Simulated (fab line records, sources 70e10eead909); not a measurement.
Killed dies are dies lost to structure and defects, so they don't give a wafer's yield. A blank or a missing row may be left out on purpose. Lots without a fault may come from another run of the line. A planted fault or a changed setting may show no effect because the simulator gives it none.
fab line records | flow nand_harc
record lots=14 wafers=42 last_day=33
route steps=1302 shown THIN_TSV@1273
lots that met no fault: from a run of the same line without faults
start_h: hours from the record's first day to the start of the lot's first wafer shown | wait_h: hours since the lot's step before | " the same as in the row above | L1.1+2: a row that stands for several wafers | - no value, or no start given | * or withheld: withheld | < > ~ a bound
route shown NAME@n: a module of which the file shows steps, and the number in the route of the first | usual: mean/standard deviation of fault-free wafers | same: alike in all rows | chamber/n: place in a boat | sites: the reading at each site | _std_site: their standard deviation | _edge_site: outer sites' mean less inner sites' | radius_mm: how far each site lies from the wafer's centre | mask NAME#n: copy n | behind: the tool/chamber that last shaped the wafer | hold: why the lot was held/for how many hours/how that ended | device: the transistor (n, p or np) that didn't switch | end of line: the same wafers' tests at the end of the route | a step without rows: its recipe alone | killed: dies lost to structure and defects at the first sort, not the wafer's yield | map: a wafer's dies, x killed, . not, _ none there
set.NAME: the setting as run; set.NAME@STEP: as run at that earlier step | model.NAME: the simulator's own value behind a step, which no gauge read
steps of the route over a sample of lots; a table a step, a row a wafer
services: from which hour (start_h, from the record's first day; less than 0 if before it) a tool's chamber was out of use, for how many hours, and why
## steps
# step NHARC_THIN_TSV_PVD_51
# recipe target_thk_a=1000 chamber_pressure_pa=5 material=Cu
# usual throttle_valve_pct=29.8/0.73
# columns lot.wafer tool chamber start_h wait_h throttle_valve_pct
L864.1 pvd_sputter-01 - - - 28.1
L864.3 " - " " 29.3
L864.6 " - " " 28.4
L865.3 pvd_sputter-02 - - - 29.1
L865.5 " - " " 30.3
L865.6 " - " " 30.1
L866.3 pvd_sputter-02 - - - 30.3
L866.4 " - " " 28.9
L866.2 " - " " 30.2
L868.3 pvd_sputter-02 - - - 30.3
L868.2 " - " " 30.0
L868.6 " - " " 29.9
L869.1 pvd_sputter-01 - - - 29.4
L869.2 " - " " 29.4
L869.6 " - " " 29.6
L871.4 pvd_sputter-01 - - - 29.7
L871.1 " - " " 29.2
L871.6 " - " " 29.5
L872.2 pvd_sputter-03 - - - 30.5
L872.5 " - " " 30.6
L872.6 " - " " 29.0
L878.3 pvd_sputter-01 - - - 28.8
L878.4 " - " " 29.4
L878.6 " - " " 30.2
L880.1 pvd_sputter-01 - - - 29.3
L880.4 " - " " 28.9
L880.6 " - " " 29.5
L881.2 pvd_sputter-02 - - - 29.9
L881.3 " - " " 28.9
L881.5 " - " " 30.6
L882.3 pvd_sputter-02 - - - 28.6
L882.4 " - " " 30.7
L882.5 " - " " 30.6
L883.3 pvd_sputter-03 - - - 32.0
L883.1 " - " " 29.6
L883.2 " - " " 29.5
L884.3 pvd_sputter-02 - - - 29.9
L884.2 " - " " 29.0
L884.5 " - " " 29.7
L886.2 pvd_sputter-01 - - - 30.7
L886.3 " - " " 29.2
L886.6 " - " " 30.8
# step NHARC_THIN_TSV_ANNEAL_52
# recipe temp_c=225 time_s=90
# usual anneal_temp_c=225.01/0.16 wafer_temp_C_max=225.94/0.23
# columns lot.wafer tool chamber start_h wait_h anneal_temp_c wafer_temp_C_max
L864.1 rtp_anneal-01 0 553.56 0.5 225.21 225.96
L864.3 " 0 " " 225.12 225.73
L864.6 " 0 " " 225.08 225.82
L865.3 rtp_anneal-02 0 566.35 0.4 225.03 226.05
L865.5 " 0 " " 224.90 225.73
L865.6 " 0 " " 225.09 225.94
L866.2 rtp_anneal-01 0 567.35 0.7 225.04 226.30
L866.3 " 0 " " 224.92 225.70
L866.4 " 0 " " 225.06 225.83
L868.2 rtp_anneal-02 0 600.87 0.6 225.01 225.77
L868.3 " 0 " " 224.95 226.26
L868.6 " 0 " " 224.77 225.90
L869.1 rtp_anneal-02 0 613.33 0.6 224.81 226.02
L869.2 " 0 " " 225.03 225.98
L869.6 " 0 " " 224.93 226.02
L871.1 rtp_anneal-02 0 621.08 0.6 225.03 226.26
L871.4 " 0 " " 225.04 225.88
L871.6 " 0 " " 224.88 225.76
L872.2 rtp_anneal-02 0 628.26 0.6 224.79 226.14
L872.5 " 0 " " 224.91 226.19
L872.6 " 0 " " 224.78 226.08
L878.3 rtp_anneal-02 0 700.61 0.4 225.06 225.98
L878.4 " 0 " " 225.10 226.25
L878.6 " 0 " " 225.06 226.16
L880.1 rtp_anneal-01 0 708.26 0.7 224.88 226.04
L880.4 " 0 " " 225.01 226.19
L880.6 " 0 " " 224.96 226.04
L881.2 rtp_anneal-01 0 715.23 0.7 225.11 226.20
L881.3 " 0 " " 224.88 226.16
L881.5 " 0 " " 225.05 226.03
L882.3 rtp_anneal-02 0 735.97 0.4 224.98 225.51
L882.4 " 0 " " 224.89 226.01
L882.5 " 0 " " 224.57 225.72
L883.1 rtp_anneal-01 0 750.58 0.7 225.27 225.97
L883.2 " 0 " " 225.00 225.61
L883.3 " 0 " " 225.04 225.67
L884.2 rtp_anneal-02 0 767.77 0.6 224.74 226.09
L884.3 " 0 " " 224.90 226.03
L884.5 " 0 " " 224.80 226.13
L886.2 rtp_anneal-02 0 789.14 0.6 224.85 226.23
L886.3 " 0 " " 225.15 226.10
L886.6 " 0 " " 224.88 225.75
# step NHARC_THIN_TSV_ETCH_59
# recipe target_depth_a=8800 icp_w=900 bias_w=100 Cl2_flow_sccm=60 bcl3_flow_sccm=30 time_s=138.1 chemistry=Cl2/BCl3
# usual drypump_motor_current_A=5.7/0.46 oes_product_au=0.999/0.0067 throttle_valve_pct=22.265/0.0099
# columns lot.wafer tool chamber start_h wait_h drypump_motor_current_A oes_product_au rf_hours_counter_h throttle_valve_pct
L864.1 rie_metal-03 1 555.82 0.1 6.4 0.999 0.5 22.262
L864.3 " 0 " " 5.1 1.006 - 22.261
L864.6 " 1 " " 6.4 0.988 - 22.262
L865.3 rie_metal-01 0 568.60 0.2 5.6 0.999 - 22.251
L865.5 " 1 " " 5.3 0.994 - 22.287
L865.6 " 0 " " 5.6 0.995 - 22.270
L866.2 rie_metal-03 0 569.45 0.1 5.1 1.005 1.0 22.261
L866.4 " 1 " " 6.4 1.009 - 22.275
L866.3 " 0 " " 5.1 1.009 - 22.272
L868.2 rie_metal-01 0 603.14 0.2 5.5 0.991 0.1 22.276
L868.3 " 1 " " 5.3 0.993 - 22.275
L868.6 " 0 " " 5.6 0.997 - 22.266
L869.2 rie_metal-01 1 615.56 0.1 5.3 0.992 0.3 22.272
L869.1 " 0 " " 5.5 0.995 0.3 22.274
L869.6 " 1 " " 5.3 1.001 - 22.260
L871.1 rie_metal-02 0 623.23 0.1 5.5 0.991 3.2 22.257
L871.4 " 1 " " 6.1 0.983 - 22.258
L871.6 " 0 " " 5.5 0.997 - 22.266
L872.2 rie_metal-01 0 630.34 0.1 5.6 1.003 0.8 22.272
L872.6 " 1 " " 5.3 1.002 - 22.250
L872.5 " 0 " " 5.6 1.004 - 22.250
L878.3 rie_metal-02 0 702.87 0.3 5.6 0.997 - 22.263
L878.4 " 0 " " 5.5 0.995 - 22.268
L878.6 " 0 " " 5.5 1.001 - 22.258
L880.1 rie_metal-01 1 710.46 0.1 5.3 1.007 2.3 22.278
L880.4 " 0 " " 5.6 0.998 - 22.269
L880.6 " 1 " " 5.3 1.005 - 22.260
L881.2 rie_metal-03 1 717.30 0.1 6.4 0.993 0.5 22.274
L881.3 " 1 " " 6.4 0.941 - 22.264
L881.5 " 0 " " 5.1 0.997 - 22.260
L882.3 rie_metal-03 0 738.19 0.2 5.1 0.949 - 22.254
L882.4 " 1 " " 6.4 1.009 - 22.268
L882.5 " 0 " " 5.1 1.007 - 22.262
L883.2 rie_metal-02 0 752.68 0.1 5.5 0.993 1.9 22.278
L883.1 " 1 " " 6.1 1.003 1.5 22.273
L883.3 " 0 " " 5.5 0.999 - 22.262
L884.2 rie_metal-02 1 769.86 0.1 6.1 1.002 1.9 22.274
L884.3 " 0 " " 5.5 1.006 - 22.264
L884.5 " 1 " " 6.1 1.006 - 22.258
L886.2 rie_metal-02 0 791.35 0.1 5.5 0.995 2.8 22.271
L886.3 " 0 " " 5.5 0.996 - 22.262
L886.6 " 0 " " 5.5 1.002 - 22.256
# step NHARC_THIN_TSV_STRIP_56
# recipe power_w=1500 temp_c=250 chemistry=O2
# usual drypump_motor_current_A=6.08/0.18 heater_power_w=299/23
# columns lot.wafer tool chamber start_h wait_h drypump_motor_current_A heater_power_w rf_hours_counter_h
L864.1 plasma_asher-02 1 556.14 0.1 5.76 302 24
L864.3 " 0 " " 6.31 283 -
L864.6 " 0 " " 6.35 295 -
L865.3 plasma_asher-02 1 568.95 0.2 5.75 293 -
L865.5 " 1 " " 5.76 299 -
L865.6 " 0 " " 6.31 282 -
L866.2 plasma_asher-01 1 569.77 0.1 6.17 280 9
L866.4 " 1 " " 6.15 278 -
L866.3 " 0 " " 6.04 332 -
L868.2 plasma_asher-01 0 607.52 4.1 6.06 323 16
L868.3 " 1 " " 6.16 287 -
L868.6 " 1 " " 6.14 280 -
L869.2 plasma_asher-01 0 615.92 0.1 5.99 322 19
L869.1 " 1 " " 6.17 277 19
L869.6 " 1 " " 6.18 279 -
L871.1 plasma_asher-02 0 623.59 0.1 6.30 283 3
L871.4 " 1 " " 5.75 278 -
L871.6 " 1 " " 5.75 285 -
L872.2 plasma_asher-01 0 630.72 0.1 6.05 325 23
L872.6 " 1 " " 6.15 281 -
L872.5 " 0 " " 6.08 324 -
L878.3 plasma_asher-02 1 703.43 0.2 5.75 279 -
L878.4 " 0 " " 6.34 278 -
L878.6 " 0 " " 6.32 290 -
L880.1 plasma_asher-02 0 710.78 0.1 6.35 288 24
L880.4 " 1 " " 5.73 280 -
L880.6 " 0 " " 6.35 279 -
L881.2 plasma_asher-01 1 717.66 0.1 6.14 289 2
L881.3 " 1 " " 6.15 277 -
L881.5 " 0 " " 6.06 334 -
L882.4 plasma_asher-01 0 739.07 0.6 6.03 335 -
L882.3 " 1 " " 6.19 275 -
L882.5 " 1 " " 6.20 288 -
L883.1 plasma_asher-01 1 753.04 0.1 6.14 275 11
L883.2 " 0 " " 6.07 350 11
L883.3 " 0 " " 6.06 341 -
L884.2 plasma_asher-01 1 770.19 0.1 6.16 280 13
L884.3 " 0 " " 6.03 338 -
L884.5 " 1 " " 6.17 287 -
L886.2 plasma_asher-02 0 791.72 0.1 6.32 292 1
L886.3 " 0 " " 6.33 287 -
L886.6 " 1 " " 5.74 278 -
## services
# columns tool chamber start_h hours kind
plasma_asher-01 - 536.77 1.4 repair
pvd_sputter-02 - 540.03 2.4 repair
rtp_anneal-02 - 546.89 1.3 repair
pvd_sputter-01 - 553.21 1.1 repair
rie_metal-01 - 575.00 9.0 pm
pvd_sputter-03 - 578.29 5.6 repair
pvd_sputter-01 - 582.00 10.0 pm
plasma_asher-01 - 602.91 4.3 repair
plasma_asher-02 - 603.00 9.0 pm
pvd_sputter-02 - 626.80 3.5 repair
rie_metal-02 - 631.03 9.0 pm
pvd_sputter-01 - 634.66 4.1 repair
pvd_sputter-02 - 658.26 10.0 pm
rie_metal-03 - 696.00 9.0 pm
plasma_asher-01 - 696.17 9.0 pm
rie_metal-02 1 700.07 4.2 repair
rie_metal-03 0 725.84 2.3 repair
plasma_asher-02 - 737.26 4.0 repair
pvd_sputter-01 - 741.89 9.3 repair
rtp_anneal-02 - 744.00 12.0 pm
rie_metal-01 - 752.00 9.0 pm
pvd_sputter-01 - 760.00 10.0 pm
plasma_asher-02 - 780.00 9.0 pm
rie_metal-02 - 783.85 0.2 repair
## key
first_sign step=NHARC_THIN_TSV_ETCH_59 reading=oes_product_au direction=down sigmas=8.1 usual=0.999 struck=0.945
effect none on later readings
met_at NHARC_THIN_TSV_ETCH_59
struck_lots L881,L882
struck_wafers L881.3,L882.3
later_rows_left_out L881.3,L882.3
sort_left_out L881.3,L882.3
not_acting_at NHARC_THIN_TSV_PVD_51,NHARC_THIN_TSV_ANNEAL_52,NHARC_THIN_TSV_STRIP_56
onset_between 569.45 717.30
fault kind=process_parameter_drift tool=rie_metal-03 chamber=- onset_h=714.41 steps=NHARC_THIN_TSV_ETCH_59 channel=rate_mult offset=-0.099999 shape=step end_h=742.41 scope=struck_wafers_only
# sort_left_out: the simulated sort isn't trusted on such a fault, so these wafers' sort isn't shown, and their yield isn't known
# later_rows_left_out: the simulator's readings of these wafers behind a module that went badly wrong aren't trusted and aren't shown, but for the sort
